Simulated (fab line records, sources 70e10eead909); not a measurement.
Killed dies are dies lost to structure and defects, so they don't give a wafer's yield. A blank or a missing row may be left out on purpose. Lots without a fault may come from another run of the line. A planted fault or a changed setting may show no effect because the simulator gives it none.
A struck lot beside a sound one | flow nand_harc | 38 steps out of a route of 1159
Sound: wafers L245.1, L245.2, L245.6. Struck: wafers L249.3, L249.4, L249.5. The cause comes at the end.
At each step with rows: each side's tool, then ch and its chambers, then its first start. Under that, the readings that differ: sound wafers | struck wafers | difference of the means | sigmas: that difference in standard deviations of wafers without a fault.
alike: readings whose means differ by less than 2 such deviations, and words and numbers that are the same on both sides. not compared: withheld readings, readings that some wafer has no value for, bounds like >300 that may hide the same value, and numbers for which the record gives no deviation and whose values overlap.
The two part at a step that has a row with sigmas, a row that says differs or no value, or rows on one side only. Numbers that don't overlap but have no deviation are shown without sigmas and don't part them. A reading that every wafer of one side lacks parts them only if that side has two wafers or more.

first, 2 steps without rows for these wafers: NHARC_A_SOURCE_PLATE_SRD_01; NHARC_A_SOURCE_PLATE_OXIDE_02 (material SiO2, target thk 10 nm, ox time 1362 s).
NHARC_A_SOURCE_PLATE_THK_MEAS_09: measures by ellipsometry.
  sound on film_metro-02, day 8 23:22; struck on film_metro-02, day 10 02:41
  alike: thk_nm
then, 3 steps without rows for these wafers: NHARC_A_SOURCE_PLATE_PVD_04 (deposits WSi2, target thk 50 nm); NHARC_A_SOURCE_PLATE_CVD_03 (deposits poly-Si, target thk 200 nm, time 4000 s); NHARC_A_SOURCE_PLATE_ANNEAL_05 (time 1800 s).
NHARC_A_SOURCE_PLATE_THK_MEAS_06: measures by ellipsometry.
  sound on film_metro-01, day 9 12:32; struck on film_metro-01, day 10 15:38
  alike: thk_nm
NHARC_A_SOURCE_PLATE_INSPECT_08:
  sound on defect_inspect-01, day 9 12:38; struck on defect_inspect-02, day 10 15:42
  reading          | sound    | struck    | difference | sigmas
  raw_defect_count | 27 22 20 | 58 76 134 | +66        | +3
then, 1 step without rows for these wafers: NHARC_A_ONON_D1_DEP_00 (target thk 1000 nm).
NHARC_A_ONON_D1_THK_MEAS_02: measures by ellipsometry.
  sound on film_metro-02, day 9 13:31; struck on film_metro-02, day 10 16:17
  alike: thk_nm
NHARC_A_ONON_D1_DEP_03: target thk 1000 nm.
  sound on pecvd_onon-04 ch 0, day 9 13:35; struck on pecvd_onon-04 ch 0, day 10 16:27
  alike: susceptor_temp_C
NHARC_A_ONON_D1_THK_MEAS_05: measures by ellipsometry.
  sound on film_metro-01, day 9 14:05; struck on film_metro-02, day 10 16:51
  alike: thk_nm
then, 1 step without rows for these wafers: NHARC_A_ONON_D1_DEP_06 (target thk 1000 nm).
NHARC_A_ONON_D1_THK_MEAS_08: measures by ellipsometry.
  sound on film_metro-02, day 9 14:40; struck on film_metro-02, day 10 17:25
  alike: thk_nm
then, 1 step without rows for these wafers: NHARC_A_ONON_D1_DEP_09 (target thk 1000 nm).
NHARC_A_ONON_D1_THK_MEAS_11: measures by ellipsometry.
  sound on film_metro-02, day 9 15:13; struck on film_metro-01, day 10 17:59
  alike: thk_nm
then, 1 step without rows for these wafers: NHARC_A_ONON_D1_DEP_12 (target thk 1000 nm).
NHARC_A_ONON_D1_THK_MEAS_14: measures by ellipsometry.
  sound on film_metro-01, day 9 15:49; struck on film_metro-01, day 10 18:33
  reading     | sound       | struck         | difference | sigmas
  thk_nm (nm) | 990 990 990 | 1020 1021 1022 | +31        | +3
then, 2 steps without rows for these wafers: NHARC_A_ONON_D1_ANNEAL_15 (time 3600 s); NHARC_A_ONON_D1_DEP_16 (target thk 1000 nm).
NHARC_A_ONON_D1_THK_MEAS_18: measures by ellipsometry.
  sound on film_metro-02, day 9 22:31; struck on film_metro-02, day 11 01:43
  alike: thk_nm
then, 1 step without rows for these wafers: NHARC_A_ONON_D1_DEP_19 (target thk 1000 nm).
NHARC_A_ONON_D1_THK_MEAS_21: measures by ellipsometry.
  sound on film_metro-01, day 9 23:05; struck on film_metro-02, day 11 02:17
  alike: thk_nm
then, 1 step without rows for these wafers: NHARC_A_ONON_D1_DEP_22 (target thk 1000 nm).
NHARC_A_ONON_D1_THK_MEAS_24: measures by ellipsometry.
  sound on film_metro-02, day 9 23:39; struck on film_metro-01, day 11 02:50
  alike: thk_nm
then, 1 step without rows for these wafers: NHARC_A_ONON_D1_DEP_25 (target thk 1000 nm).
NHARC_A_ONON_D1_THK_MEAS_27: measures by ellipsometry.
  sound on film_metro-02, day 10 00:20; struck on film_metro-02, day 11 03:25
  reading     | sound       | struck         | difference | sigmas
  thk_nm (nm) | 968 967 968 | 1002 1002 1004 | +35        | +3
then, 1 step without rows for these wafers: NHARC_A_ONON_D1_DEP_28 (target thk 1000 nm).
NHARC_A_ONON_D1_THK_MEAS_30: measures by ellipsometry.
  sound on film_metro-02, day 10 00:55; struck on film_metro-02, day 11 03:58
  alike: thk_nm
NHARC_A_ONON_D1_DEP_33: deposits SiO2, target thk 200 nm.
  sound on pecvd-02 ch 0,1, day 10 01:07; struck on pecvd-02 ch 0,1,2, day 11 04:04
  alike: heater_power_w, susceptor_temp_C, throttle_valve_pct
NHARC_A_ONON_D1_THK_MEAS_34: measures by ellipsometry.
  sound on film_metro-02, day 10 01:31; struck on film_metro-01, day 11 04:29
  alike: thk_nm
NHARC_A_CHANNEL_HOLE_D1_DEP_00: deposits aC, target thk 3100 nm.
  sound on acl_dep-01 ch 0, day 10 02:08; struck on acl_dep-03 ch 0, day 11 07:19
  reading              | sound                | struck               | difference | sigmas
  susceptor_temp_C (C) | 399.48 399.88 399.74 | 400.33 400.32 400.21 | +0.59      | +3
  alike: throttle_valve_pct
NHARC_A_CHANNEL_HOLE_D1_DEP_01: deposits SiON, target thk 140 nm.
  sound on pecvd-04 ch 0,1,2, day 10 04:05; struck on pecvd-02 ch 0,2, day 11 08:40
  alike: heater_power_w, susceptor_temp_C
then, 4 steps without rows for these wafers: NHARC_A_CHANNEL_HOLE_D1_DEHYDRATE_02 (time 120 s); NHARC_A_CHANNEL_HOLE_D1_HMDS_03 (time 30 s); NHARC_A_CHANNEL_HOLE_D1_COAT_36 (time 75 s); NHARC_A_CHANNEL_HOLE_D1_COAT_37 (time 65 s).
-- the record jumps here: 11 days lie between the struck wafers' starts before and after (it left off in module A_CHANNEL_HOLE_D1 and takes up again in module END, whose first step shown is number 1159 of the route) --
NHARC_END_SORT_01:
  the record has rows for the struck wafers here (prober-01 ch 0, day 22 07:31) and none for the sound ones

WHERE THEY PART
First at NHARC_A_SOURCE_PLATE_INSPECT_08; last, within this record, at NHARC_END_SORT_01.

WHY: what the simulator had put in
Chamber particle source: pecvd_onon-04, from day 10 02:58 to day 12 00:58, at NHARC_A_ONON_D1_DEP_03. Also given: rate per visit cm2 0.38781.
